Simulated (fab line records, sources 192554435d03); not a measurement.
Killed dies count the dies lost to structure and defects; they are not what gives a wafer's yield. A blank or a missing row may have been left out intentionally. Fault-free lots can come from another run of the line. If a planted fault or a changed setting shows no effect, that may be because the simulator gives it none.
What tool caused it? ; flow n5-finfet ; 24 wafers from 8 lots sampled at 3 of the route's 1938 steps

## WHAT THE GAUGES READ, wafer by wafer
N5_SD_EPI_N_INSPECT_11: inspects for defects (macro).
lot;measured;on;raw-defect-count
L129;day 3 00:10;defect-inspect-01;4 4 1
L130;day 3 07:38;defect-inspect-01;0 3 1
L133;day 4 02:33;defect-inspect-01;2 3 2
L134;day 4 06:50;defect-inspect-01;2 1 0
L144;day 6 19:44;defect-inspect-01;1 0 254
L148;day 7 17:31;defect-inspect-02;0 4 0
L149;day 8 04:46;defect-inspect-01;1 1 3
L151;day 8 13:35;defect-inspect-01;1 2 3

## WHAT TOOL EACH LOT RAN ON (gives the tool, then ch and the chambers of the sampled wafers, and finally the start)
lot;N5_DUMMY_GATE_ETCH_23;N5_DUMMY_GATE_STRIP_48
L129;rie-si-05 ch 0,1,2, day 2 22:39;rie-diel-02 ch 0,2,3, day 2 22:55
L130;rie-si-04 ch 0,1, day 3 06:08;rie-diel-02 ch 1,2, day 3 06:24
L133;rie-si-05 ch 0,1,2, day 4 00:56;rie-diel-02 ch 0,1, day 4 01:18
L134;rie-si-01 ch 0,1,2, day 4 05:03;rie-diel-04 ch 1,2,3, day 4 05:19
L144;rie-si-05 ch 0,1,2, day 6 18:10;rie-diel-02 ch 0,1,2, day 6 18:26
L148;rie-si-01 ch 0,3, day 7 16:07;rie-diel-02 ch 0,2,3, day 7 16:23
L149;rie-si-01 ch 1,3, day 8 03:22;rie-diel-02 ch 0,2, day 8 03:39
L151;rie-si-01 ch 1,2, day 8 10:54;rie-diel-03 ch 2,3, day 8 11:10
- N5_DUMMY_GATE_ETCH_23: etches poly-Si in HBr/Cl2/O2, target depth 41 nm, time 22.3 s.
- N5_DUMMY_GATE_STRIP_48: strips in N2/H2, time 20 s.

## THE ANSWER, worked out from the rows above alone
Rule: usual is defined by the lots themselves. The widest of any qualifying gaps counts: lots, ordered by their means at a reading, are off when they make up no more than a third of the lots, leave a main group of 4 or more, and stand apart from it by 3 or more times the standard deviation of that group's means. If all means in a main group match to the digits the tables above print for the reading, that group is not used. Also off: a lot with no number at a reading for which 4 or more lots have one. Any other lot the step has rows for is counted as sound.
Off, at N5_SD_EPI_N_INSPECT_11 on raw-defect-count: L144. Main group: mean 1.8, sd 0.64.
A tool fits if, at a process step before that reading, it ran every lot that is off, and no sound lot after the first of them. The gauges at N5_SD_EPI_N_INSPECT_11 are tried like those tools. One fits: rie-si-05 at N5_DUMMY_GATE_ETCH_23. A fault onset in the window from L133 (day 4 00:56, its last sound lot) to L144 (day 6 18:10, its first lot off) fits.

## WHAT HAD BEEN PUT IN BY THE SIMULATOR
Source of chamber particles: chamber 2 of rie-si-05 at N5_DUMMY_GATE_ETCH_23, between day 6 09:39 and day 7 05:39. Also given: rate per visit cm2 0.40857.
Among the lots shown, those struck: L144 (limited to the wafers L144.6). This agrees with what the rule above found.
